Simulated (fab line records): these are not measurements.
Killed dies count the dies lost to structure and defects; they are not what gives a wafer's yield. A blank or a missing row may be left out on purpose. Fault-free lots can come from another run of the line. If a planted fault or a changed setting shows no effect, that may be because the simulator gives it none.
Which of the tools did it? + flow n5Finfet + 24 lots with 72 wafers sampled at 6 steps, on a route of 1938 steps

WHAT THE GAUGES READ, wafer by wafer
The record lacks any reading of a measuring or inspecting step that a usual standard deviation could be used to judge.

EACH LOT AND THE TOOL THAT RAN IT (in order: tool; ch and the chambers of the sampled wafers; start)
| lot  | N5_BEOL_M2_ETCHBACK_99            | N5_BEOL_M2_ETCH_70                | N5_BEOL_M2_ALD_84                  | N5_BEOL_M2_SPUTTER_81       | N5_BEOL_M2_SPUTTER_92       | N5_BEOL_M2_CO_CAP_55            |
|------|-----------------------------------|-----------------------------------|------------------------------------|-----------------------------|-----------------------------|---------------------------------|
| L074 | rieDiel-06 ch 0,3, day 7 00:09    | rieDiel-06 ch 0,3, day 7 00:11    | aldMetal-03 ch 0,1,2, day 7 01:13  | pvdSputter-02, day 7 04:53  | pvdSputter-02, day 7 05:46  | cvdCo-02 ch 0,1, day 7 07:04    |
| L075 | rieDiel-02 ch 0,1,3, day 7 21:39  | rieDiel-02 ch 0,1,3, day 7 21:41  | aldMetal-01 ch 0,2,3, day 7 22:29  | pvdSputter-03, day 7 23:35  | pvdSputter-03, day 8 00:28  | cvdCo-01 ch 0,2, day 8 01:46    |
| L076 | rieDiel-06 ch 0,1, day 7 21:50    | rieDiel-06 ch 0,1, day 7 21:52    | aldMetal-02 ch 0,1, day 7 22:37    | pvdSputter-02, day 8 01:23  | pvdSputter-02, day 8 02:16  | cvdCo-01 ch 0,1,2, day 8 03:45  |
| L078 | rieDiel-02 ch 0,3, day 8 00:44    | rieDiel-02 ch 0,3, day 8 00:46    | aldMetal-02 ch 0,1,2, day 8 02:01  | pvdSputter-01, day 8 03:09  | pvdSputter-01, day 8 04:08  | cvdCo-01 ch 0,1,2, day 8 05:58  |
| L079 | rieDiel-06 ch 1,2,3, day 8 00:44  | rieDiel-06 ch 1,2,3, day 8 00:46  | aldMetal-03 ch 0,2,3, day 8 02:04  | pvdSputter-02, day 8 03:13  | pvdSputter-02, day 8 04:06  | cvdCo-02 ch 0,1,2, day 8 05:45  |
| L077 | rieDiel-02 ch 1,2,3, day 8 05:07  | rieDiel-02 ch 1,2,3, day 8 05:09  | aldMetal-03 ch 1,3, day 8 06:05    | pvdSputter-03, day 8 07:23  | pvdSputter-03, day 8 08:16  | cvdCo-02 ch 1,2, day 8 09:34    |
| L081 | rieDiel-02 ch 0,2, day 8 09:19    | rieDiel-02 ch 0,2, day 8 09:22    | aldMetal-02 ch 1,2,3, day 8 10:10  | pvdSputter-03, day 8 11:07  | pvdSputter-03, day 8 12:00  | cvdCo-02 ch 0,2, day 8 13:19    |
| L080 | rieDiel-05 ch 1,2,3, day 8 09:26  | rieDiel-05 ch 1,2,3, day 8 09:28  | aldMetal-01 ch 0,1,2, day 8 10:17  | pvdSputter-02, day 8 11:24  | pvdSputter-02, day 8 12:17  | cvdCo-02 ch 0,1,2, day 8 15:02  |
| L083 | rieDiel-05 ch 1,3, day 9 00:52    | rieDiel-05 ch 1,3, day 9 00:53    | aldMetal-02 ch 0,2, day 9 01:55    | pvdSputter-03, day 9 04:11  | pvdSputter-03, day 9 05:04  | cvdCo-01 ch 0,1,2, day 9 06:23  |
| L082 | rieDiel-02 ch 0,1,2, day 9 04:37  | rieDiel-02 ch 0,1,2, day 9 04:40  | aldMetal-02 ch 0,1,3, day 9 05:46  | pvdSputter-01, day 9 06:53  | pvdSputter-01, day 9 08:01  | cvdCo-01 ch 0,2, day 9 09:27    |
| L084 | rieDiel-06 ch 0,2, day 9 19:37    | rieDiel-06 ch 0,2, day 9 19:39    | aldMetal-01 ch 2,3, day 9 20:31    | pvdSputter-01, day 9 21:47  | pvdSputter-01, day 9 22:46  | cvdCo-01 ch 0,1,2, day 10 00:25 |
| L086 | rieDiel-02 ch 0,1,3, day 10 07:32 | rieDiel-02 ch 0,1,3, day 10 07:34 | aldMetal-01 ch 0,1,3, day 10 08:56 | pvdSputter-03, day 10 10:13 | pvdSputter-03, day 10 11:05 | cvdCo-01 ch 0,1,2, day 10 12:23 |
| L085 | rieDiel-02 ch 0,3, day 10 08:58   | rieDiel-02 ch 0,3, day 10 09:01   | aldMetal-03 ch 0,3, day 10 11:41   | pvdSputter-03, day 10 12:43 | pvdSputter-03, day 10 13:35 | cvdCo-01 ch 0,1,2, day 10 15:01 |
| L087 | rieDiel-02 ch 0,1,2, day 10 21:38 | rieDiel-02 ch 0,1,2, day 10 21:40 | aldMetal-01 ch 0,1,3, day 10 22:47 | pvdSputter-03, day 10 23:51 | pvdSputter-03, day 11 00:44 | cvdCo-02 ch 0,2, day 11 02:04   |
| L088 | rieDiel-06 ch 0,2,3, day 11 00:54 | rieDiel-06 ch 0,2,3, day 11 00:56 | aldMetal-01 ch 0,2,3, day 11 02:00 | pvdSputter-02, day 11 03:14 | pvdSputter-02, day 11 04:07 | cvdCo-02 ch 0,1,2, day 11 05:26 |
| L090 | rieDiel-02 ch 0,1,2, day 11 06:29 | rieDiel-02 ch 0,1,2, day 11 06:31 | aldMetal-03 ch 0,2,3, day 11 07:21 | pvdSputter-03, day 11 08:26 | pvdSputter-03, day 11 09:19 | cvdCo-01 ch 0,1,2, day 11 10:37 |
| L089 | rieDiel-02 ch 0,1,3, day 11 06:56 | rieDiel-02 ch 0,1,3, day 11 06:58 | aldMetal-02 ch 0,2, day 11 07:58   | pvdSputter-01, day 11 09:07 | pvdSputter-01, day 11 10:06 | cvdCo-01 ch 0,1,2, day 11 11:31 |
| L091 | rieDiel-02 ch 1,2,3, day 11 10:25 | rieDiel-02 ch 1,2,3, day 11 10:26 | aldMetal-03 ch 0,1,3, day 11 11:54 | pvdSputter-01, day 11 13:05 | pvdSputter-01, day 11 14:05 | cvdCo-02 ch 0,1, day 11 15:27   |
| L092 | rieDiel-06 ch 2,3, day 11 17:55   | rieDiel-06 ch 2,3, day 11 17:57   | aldMetal-01 ch 2,3, day 11 19:35   | pvdSputter-01, day 11 20:47 | pvdSputter-01, day 11 21:46 | cvdCo-02 ch 0,1,2, day 11 23:08 |
| L093 | rieDiel-05 ch 0,1,2, day 11 19:43 | rieDiel-05 ch 0,1,2, day 11 19:45 | aldMetal-01 ch 2,3, day 11 20:47   | pvdSputter-02, day 11 22:14 | pvdSputter-02, day 11 23:07 | cvdCo-01 ch 0,1,2, day 12 00:25 |
| L094 | rieDiel-06 ch 1,3, day 12 01:54   | rieDiel-06 ch 1,3, day 12 01:56   | aldMetal-02 ch 1,3, day 12 03:02   | pvdSputter-03, day 12 04:02 | pvdSputter-03, day 12 04:55 | cvdCo-01 ch 0,1,2, day 12 06:16 |
| L095 | rieDiel-06 ch 0,2,3, day 12 10:28 | rieDiel-06 ch 0,2,3, day 12 10:30 | aldMetal-02 ch 1,2,3, day 12 11:25 | pvdSputter-01, day 12 12:34 | pvdSputter-01, day 12 13:33 | cvdCo-02 ch 0,1, day 12 15:06   |
| L096 | rieDiel-02 ch 1,2,3, day 12 21:49 | rieDiel-02 ch 1,2,3, day 12 21:50 | aldMetal-03 ch 0,1,3, day 12 22:40 | pvdSputter-02, day 12 23:39 | pvdSputter-02, day 13 00:32 | cvdCo-02 ch 0,1, day 13 01:50   |
| L097 | rieDiel-05 ch 0,2,3, day 13 00:55 | rieDiel-05 ch 0,3, day 13 00:58   | aldMetal-03 ch 1,2,3, day 13 02:02 | pvdSputter-02, day 13 03:15 | pvdSputter-02, day 13 04:08 | cvdCo-02 ch 0,1,2, day 13 05:26 |
- N5_BEOL_M2_ETCHBACK_99: etches SiO2 in CHF3, target depth 5 nm, time 10.4 s.
- N5_BEOL_M2_ETCH_70: etches SOC in N2/H2, target depth 80 nm, overetch 24 nm, time 130 s.
- N5_BEOL_M2_ALD_84: deposits TaN, pulse time 2 s, purge time 3 s, co reactant purge time 2 s.
- N5_BEOL_M2_SPUTTER_81: material Cu, target thk 4.5 nm, time 8.29 s.
- N5_BEOL_M2_SPUTTER_92: material Cu, target thk 4.5 nm, time 8.29 s.
- N5_BEOL_M2_CO_CAP_55: material Co, precursor CCTBA/H2, target thk 2 nm, time 102.1 s.

AS READ BY THE TOOLS THEMSELVES (means over the sampled wafers that have a number; for cases with no such wafer, the mark the record gives instead)
N5_BEOL_M2_ETCHBACK_99.
| lot  | tool       | chamberPressureMTorr (mTorr) | drypumpMotorCurrentA (A) | oesProductAu (a.u.) | rfFwdPowerW (W) | rfVppV (V) | showerheadPlenumPTorr (Torr) | throttleValvePct (%) |
|------|------------|------------------------------|--------------------------|---------------------|-----------------|------------|------------------------------|----------------------|
| L074 | rieDiel-06 | 30.017                       | 5.0                      | 0.85                | 213.0           | 240        | 2.15                         | 16.8                 |
| L075 | rieDiel-02 | 30.009                       | 5.8                      | 0.72                | 212.6           | 239        | 2.20                         | 17.4                 |
| L076 | rieDiel-06 | 30.002                       | 6.1                      | 0.80                | 213.5           | 238        | 2.20                         | 16.8                 |
| L078 | rieDiel-02 | 29.993                       | 5.9                      | 0.69                | 213.2           | 241        | 2.21                         | 17.5                 |
| L079 | rieDiel-06 | 29.964                       | 5.6                      | 0.91                | 212.4           | 243        | 2.15                         | 16.6                 |
| L077 | rieDiel-02 | 29.994                       | 5.4                      | 0.72                | 212.3           | 236        | 2.19                         | 17.3                 |
| L081 | rieDiel-02 | 30.005                       | 5.4                      | 0.71                | 212.2           | 240        | 2.23                         | 17.3                 |
| L080 | rieDiel-05 | 29.988                       | 5.5                      | 0.75                | 212.9           | 235        | 2.16                         | 17.0                 |
| L083 | rieDiel-05 | 29.991                       | 5.1                      | 0.69                | 212.8           | 238        | 2.18                         | 17.1                 |
| L082 | rieDiel-02 | 29.974                       | 5.7                      | 0.71                | 213.5           | 242        | 2.20                         | 17.4                 |
| L084 | rieDiel-06 | 29.975                       | 5.3                      | 0.81                | 213.2           | 236        | 2.22                         | 17.2                 |
| L086 | rieDiel-02 | 30.003                       | 5.7                      | 0.79                | 212.5           | 239        | 2.19                         | 17.3                 |
| L085 | rieDiel-02 | 30.002                       | 5.6                      | 0.86                | 212.6           | 235        | 2.20                         | 17.2                 |
| L087 | rieDiel-02 | 29.989                       | 5.7                      | 0.71                | 212.9           | 242        | 2.20                         | 17.4                 |
| L088 | rieDiel-06 | 29.988                       | 5.2                      | 0.83                | 213.1           | 240        | 2.17                         | 17.0                 |
| L090 | rieDiel-02 | 29.995                       | 5.7                      | 0.70                | 213.4           | 242        | 2.20                         | 17.4                 |
| L089 | rieDiel-02 | 30.026                       | 5.8                      | 0.77                | 213.4           | 239        | 2.19                         | 17.4                 |
| L091 | rieDiel-02 | 29.999                       | 5.4                      | 0.78                | 213.3           | 236        | 2.19                         | 17.3                 |
| L092 | rieDiel-06 | 30.009                       | 5.0                      | 0.86                | 213.7           | 244        | 2.12                         | 16.7                 |
| L093 | rieDiel-05 | 30.013                       | 5.7                      | 0.75                | 213.0           | 232        | 2.11                         | 17.0                 |
| L094 | rieDiel-06 | 30.004                       | 5.9                      | 0.80                | 213.7           | 241        | 2.14                         | 16.6                 |
| L095 | rieDiel-06 | 29.985                       | 5.2                      | 0.82                | 213.3           | 241        | 2.16                         | 17.0                 |
| L096 | rieDiel-02 | 29.998                       | 5.4                      | 0.76                | 211.9           | 235        | 2.18                         | 17.3                 |
| L097 | rieDiel-05 | 29.984                       | 6.0                      | 0.83                | 212.7           | 232        | 2.12                         | 16.9                 |

N5_BEOL_M2_ETCH_70.
| lot  | tool       | chamberPressureMTorr (mTorr) | drypumpMotorCurrentA (A) | oesProductAu (a.u.) | rfFwdPowerW (W) | rfVppV (V) | showerheadPlenumPTorr (Torr) | throttleValvePct (%) |
|------|------------|------------------------------|--------------------------|---------------------|-----------------|------------|------------------------------|----------------------|
| L074 | rieDiel-06 | 30.00                        | 5.0                      | 0.64                | 836.1           | 523.9      | 2.54                         | 17.5                 |
| L075 | rieDiel-02 | 29.99                        | 5.7                      | 0.53                | 836.7           | 525.2      | 2.59                         | 18.2                 |
| L076 | rieDiel-06 | 30.01                        | 6.1                      | 0.59                | 840.1           | 525.4      | 2.61                         | 17.7                 |
| L078 | rieDiel-02 | 30.01                        | 5.9                      | 0.51                | 836.2           | 526.2      | 2.61                         | 18.2                 |
| L079 | rieDiel-06 | 30.00                        | 5.6                      | 0.66                | 835.0           | 524.1      | 2.56                         | 17.4                 |
| L077 | rieDiel-02 | 29.99                        | 5.4                      | 0.53                | 836.2           | 525.2      | 2.61                         | 18.2                 |
| L081 | rieDiel-02 | 30.03                        | 5.5                      | 0.52                | 837.5           | 525.9      | 2.65                         | 18.3                 |
| L080 | rieDiel-05 | 30.00                        | 5.5                      | 0.56                | 835.9           | 523.3      | 2.53                         | 17.6                 |
| L083 | rieDiel-05 | 29.98                        | 5.1                      | 0.52                | 833.5           | 524.5      | 2.55                         | 17.7                 |
| L082 | rieDiel-02 | 30.01                        | 5.7                      | 0.54                | 834.1           | 525.6      | 2.61                         | 18.2                 |
| L084 | rieDiel-06 | 30.00                        | 5.3                      | 0.59                | 832.5           | 526.6      | 2.61                         | 17.9                 |
| L086 | rieDiel-02 | 30.00                        | 5.8                      | 0.58                | 835.7           | 524.9      | 2.59                         | 18.1                 |
| L085 | rieDiel-02 | 30.00                        | 5.6                      | 0.63                | 836.7           | 524.9      | 2.60                         | 17.9                 |
| L087 | rieDiel-02 | 29.99                        | 5.7                      | 0.52                | 837.1           | 524.9      | 2.60                         | 18.2                 |
| L088 | rieDiel-06 | 30.03                        | 5.2                      | 0.61                | 836.1           | 524.3      | 2.56                         | 17.7                 |
| L090 | rieDiel-02 | 29.98                        | 5.7                      | 0.52                | 836.3           | 524.4      | 2.60                         | 18.3                 |
| L089 | rieDiel-02 | 30.00                        | 5.8                      | 0.58                | 839.2           | 524.6      | 2.58                         | 18.1                 |
| L091 | rieDiel-02 | 29.99                        | 5.4                      | 0.57                | 836.2           | 524.5      | 2.60                         | 18.2                 |
| L092 | rieDiel-06 | 30.01                        | 5.0                      | 0.63                | 835.6           | 523.0      | 2.51                         | 17.5                 |
| L093 | rieDiel-05 | 29.96                        | 5.7                      | 0.56                | 837.6           | 522.0      | 2.46                         | 17.6                 |
| L094 | rieDiel-06 | 29.98                        | 5.9                      | 0.60                | 838.1           | 522.7      | 2.54                         | 17.5                 |
| L095 | rieDiel-06 | 30.00                        | 5.2                      | 0.60                | 837.3           | 524.2      | 2.55                         | 17.7                 |
| L096 | rieDiel-02 | 29.99                        | 5.4                      | 0.56                | 836.0           | 525.0      | 2.59                         | 18.2                 |
| L097 | rieDiel-05 | 29.96                        | 6.1                      | 0.60                | 833.6           | 522.6      | 2.46                         | 17.5                 |

N5_BEOL_M2_ALD_84.
| lot  | tool        | heaterPowerW (W) | precursorVesselTempC (C) |
|------|-------------|------------------|--------------------------|
| L074 | aldMetal-03 | 418              | 74.93                    |
| L075 | aldMetal-01 | 472              | 75.08                    |
| L076 | aldMetal-02 | 345              | 75.07                    |
| L078 | aldMetal-02 | 360              | 75.00                    |
| L079 | aldMetal-03 | 399              | 75.06                    |
| L077 | aldMetal-03 | 395              | 75.12                    |
| L081 | aldMetal-02 | 378              | 74.95                    |
| L080 | aldMetal-01 | 446              | 75.05                    |
| L083 | aldMetal-02 | 337              | 74.90                    |
| L082 | aldMetal-02 | 370              | 74.91                    |
| L084 | aldMetal-01 | 468              | 75.05                    |
| L086 | aldMetal-01 | 419              | 75.05                    |
| L085 | aldMetal-03 | 377              | 74.91                    |
| L087 | aldMetal-01 | 417              | 74.93                    |
| L088 | aldMetal-01 | 476              | 75.03                    |
| L090 | aldMetal-03 | 395              | 75.11                    |
| L089 | aldMetal-02 | 339              | 75.08                    |
| L091 | aldMetal-03 | 401              | 75.00                    |
| L092 | aldMetal-01 | 503              | 75.02                    |
| L093 | aldMetal-01 | 496              | 74.92                    |
| L094 | aldMetal-02 | 390              | 74.95                    |
| L095 | aldMetal-02 | 378              | 75.01                    |
| L096 | aldMetal-03 | 400              | 74.94                    |
| L097 | aldMetal-03 | 419              | 74.94                    |

N5_BEOL_M2_SPUTTER_81.
| lot  | tool          | substrateTempC (C) | throttleValvePct (%) |
|------|---------------|--------------------|----------------------|
| L074 | pvdSputter-02 | -19.97             | 30.4                 |
| L075 | pvdSputter-03 | -20.02             | 29.3                 |
| L076 | pvdSputter-02 | -20.04             | 30.9                 |
| L078 | pvdSputter-01 | -19.92             | 30.4                 |
| L079 | pvdSputter-02 | -20.09             | 30.8                 |
| L077 | pvdSputter-03 | -19.99             | 29.8                 |
| L081 | pvdSputter-03 | -20.05             | 29.7                 |
| L080 | pvdSputter-02 | -19.93             | 30.7                 |
| L083 | pvdSputter-03 | -19.98             | 29.7                 |
| L082 | pvdSputter-01 | -20.09             | 30.0                 |
| L084 | pvdSputter-01 | -20.11             | 30.6                 |
| L086 | pvdSputter-03 | -20.01             | 29.8                 |
| L085 | pvdSputter-03 | -20.03             | 30.1                 |
| L087 | pvdSputter-03 | -20.05             | 29.9                 |
| L088 | pvdSputter-02 | -20.07             | 29.8                 |
| L090 | pvdSputter-03 | -20.10             | 30.0                 |
| L089 | pvdSputter-01 | -19.95             | 29.5                 |
| L091 | pvdSputter-01 | -20.04             | 30.0                 |
| L092 | pvdSputter-01 | -20.03             | 30.1                 |
| L093 | pvdSputter-02 | -19.92             | 31.1                 |
| L094 | pvdSputter-03 | -20.08             | 29.8                 |
| L095 | pvdSputter-01 | -20.08             | 30.5                 |
| L096 | pvdSputter-02 | -19.90             | 30.0                 |
| L097 | pvdSputter-02 | -20.02             | 30.6                 |

N5_BEOL_M2_SPUTTER_92.
| lot  | tool          | substrateTempC (C) | throttleValvePct (%) |
|------|---------------|--------------------|----------------------|
| L074 | pvdSputter-02 | -19.93             | 30.4                 |
| L075 | pvdSputter-03 | -19.94             | 29.4                 |
| L076 | pvdSputter-02 | -20.17             | 31.2                 |
| L078 | pvdSputter-01 | -19.98             | 30.5                 |
| L079 | pvdSputter-02 | -20.05             | 30.6                 |
| L077 | pvdSputter-03 | -19.96             | 29.9                 |
| L081 | pvdSputter-03 | -19.92             | 29.7                 |
| L080 | pvdSputter-02 | -20.05             | 30.4                 |
| L083 | pvdSputter-03 | -19.98             | 29.6                 |
| L082 | pvdSputter-01 | -20.08             | 30.0                 |
| L084 | pvdSputter-01 | -20.08             | 30.6                 |
| L086 | pvdSputter-03 | -19.93             | 30.0                 |
| L085 | pvdSputter-03 | -19.94             | 30.1                 |
| L087 | pvdSputter-03 | -19.96             | 29.7                 |
| L088 | pvdSputter-02 | -19.91             | 29.8                 |
| L090 | pvdSputter-03 | -19.95             | 29.9                 |
| L089 | pvdSputter-01 | -19.96             | 29.6                 |
| L091 | pvdSputter-01 | -19.89             | 29.9                 |
| L092 | pvdSputter-01 | -20.06             | 30.3                 |
| L093 | pvdSputter-02 | -20.04             | 31.0                 |
| L094 | pvdSputter-03 | -19.96             | 29.7                 |
| L095 | pvdSputter-01 | -19.95             | 30.5                 |
| L096 | pvdSputter-02 | -20.04             | 30.1                 |
| L097 | pvdSputter-02 | -20.02             | 30.7                 |

N5_BEOL_M2_CO_CAP_55.
| lot  | tool     | heaterPowerW (W) |
|------|----------|------------------|
| L074 | cvdCo-02 | 221              |
| L075 | cvdCo-01 | 237              |
| L076 | cvdCo-01 | 225              |
| L078 | cvdCo-01 | 224              |
| L079 | cvdCo-02 | 228              |
| L077 | cvdCo-02 | 240              |
| L081 | cvdCo-02 | 240              |
| L080 | cvdCo-02 | 231              |
| L083 | cvdCo-01 | 227              |
| L082 | cvdCo-01 | 242              |
| L084 | cvdCo-01 | 219              |
| L086 | cvdCo-01 | 226              |
| L085 | cvdCo-01 | 225              |
| L087 | cvdCo-02 | 219              |
| L088 | cvdCo-02 | 230              |
| L090 | cvdCo-01 | 226              |
| L089 | cvdCo-01 | 224              |
| L091 | cvdCo-02 | 205              |
| L092 | cvdCo-02 | 232              |
| L093 | cvdCo-01 | 228              |
| L094 | cvdCo-01 | 225              |
| L095 | cvdCo-02 | 223              |
| L096 | cvdCo-02 | 212              |
| L097 | cvdCo-02 | 233              |

THE ANSWER, worked out from the rows above alone
Rule: what is usual is taken from the lots themselves. Put in order of their means at a reading, lots are off if they are a third of the lots or fewer, leave a main group of 4 or more, and stand apart from it by a gap of 3 or more times the standard deviation of the main group's means; of several such gaps the widest counts. A main group is skipped when, at the precision printed for the reading in the tables above, its means are all equal. Also off: a lot with no number at a reading for which 4 or more lots have one. The other lots that the step has rows for count as sound. After the gauges, taken in route order, come the tools' own readings; for these a lot's mean is taken, as printed above. The first step at which some lot is off is used, and at that step the reading that is off furthest; a lot without a number counts as furthest.
Nothing can be told from this: no lot is off at any reading shown.

WHAT THE SIMULATOR PUT IN
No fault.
